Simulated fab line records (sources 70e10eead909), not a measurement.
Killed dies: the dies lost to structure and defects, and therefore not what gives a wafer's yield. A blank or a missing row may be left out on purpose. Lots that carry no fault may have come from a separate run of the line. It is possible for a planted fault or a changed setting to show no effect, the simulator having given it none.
Comparing a struck lot with a sound one ; flow nand_harc ; 14 out of 1159 route steps
Sound: wafers L577.1, L577.2, L577.6. Struck: wafers L567.1, L567.3, L567.4. The cause is given at the end.
For every step that has rows: the tool of each side, followed by ch and its chambers, followed by its first start. Under that, the readings that differ: sound wafers ; struck wafers ; difference of the means ; sigmas: that difference in standard deviations of wafers without a fault.
alike: readings whose means differ by less than 2 such deviations, and words and numbers that are the same on both sides. not compared: withheld readings, readings that some wafer has no value for, bounds like >300 that may hide the same value, and numbers for which the record gives no deviation and whose values overlap.
The two part at a step that has a row with sigmas, a row that says differs or no value, or rows on one side only. Numbers that have no deviation but don't overlap get no sigmas and don't part them. A reading missing from all wafers of one side parts the sides only when that side holds two or more wafers.

NHARC_A_WL_FILL_STRIP_27: strips in N2/H2, time 20 s.
  sound on plasma_asher-02 ch 0,1, day 20 16:10; struck on plasma_asher-02 ch 0,1, day 18 02:23
  alike: drypump_motor_current_A, heater_power_w
  not compared: rf_hours_counter_h
then, 5 steps without rows for these wafers: NHARC_A_WL_FILL_STRIP_28 (strips in post etch residue remover, time 1200 s); NHARC_A_WL_FILL_PRECLEAN_06 (cleans in DIW, time 300 s); NHARC_A_WL_FILL_SRD_07; NHARC_A_WL_FILL_ANNEAL_08 (time 1800 s); NHARC_A_WL_FILL_ALD_10 (deposits SiO2, target thk 50 nm, pulse time 10 s, ald cycles 500).
NHARC_A_WL_FILL_ETCHBACK_16: etches the open film in C4F8/O2/Ar, target depth 88 nm, time 17.6 s.
  sound: rie_diel-13 ch 0,1,2; struck: rie_diel-08 ch 0,1,3
  alike: bias_w, oes_product_au, rf_vpp_V
  not compared: rf_hours_counter_h
NHARC_A_WL_FILL_STRIP_29: strips in O2, time 20 s.
  sound on rie_diel-13 ch 0,2,3, day 21 01:49; struck on rie_diel-08 ch 1,2,3, day 18 12:22
  alike: drypump_motor_current_A, oes_product_au, rf_vpp_V, showerhead_plenum_p_Torr, throttle_valve_pct
  not compared: rf_hours_counter_h
NHARC_A_WL_FILL_ETCHBACK_17: etches the open film in Cl2/BCl3, target depth 4 nm, time 26.7 s.
  sound on rie_metal-03 ch 0,1, day 21 01:54; struck on rie_metal-02 ch 0,1, day 18 12:28
  alike: drypump_motor_current_A, oes_product_au
  not compared: rf_hours_counter_h
then, 2 steps without rows for these wafers: NHARC_A_WL_FILL_PRECLEAN_18 (cleans in dHF, time 30 s); NHARC_A_WL_FILL_SRD_21.
NHARC_A_WL_FILL_CVD_23: deposits poly-Si, target thk 40 nm, time 800 s.
  sound on lpcvd_poly-03 ch 0, day 21 04:25; struck on lpcvd_poly-04 ch 0, day 19 20:55
  alike: spike_tc_lower_C, spike_tc_top_C, spike_tc_upper_C
NHARC_A_WL_FILL_ETCHBACK_26: etches the open film in HBr, target depth 52 nm, time 13.3 s.
  sound on rie_si-06 ch 0,1, day 21 06:59; struck on rie_si-03 ch 1,2,3, day 19 23:29
  alike: bias_w, drypump_motor_current_A, oes_product_au, throttle_valve_pct
  not compared: rf_hours_counter_h
-- break in the record here, with 4 days between the starts of the struck wafers on either side (left off in module A_WL_FILL, picked up again in module END, where the first step shown is number 1159 on the route) --
NHARC_END_SORT_01:
  here the record holds rows for the struck wafers (prober-02 ch 0, day 23 12:45) but none for the sound ones

== WHERE THEY PART ==
Only at NHARC_END_SORT_01, within this record.

WHY: what had been put in by the simulator
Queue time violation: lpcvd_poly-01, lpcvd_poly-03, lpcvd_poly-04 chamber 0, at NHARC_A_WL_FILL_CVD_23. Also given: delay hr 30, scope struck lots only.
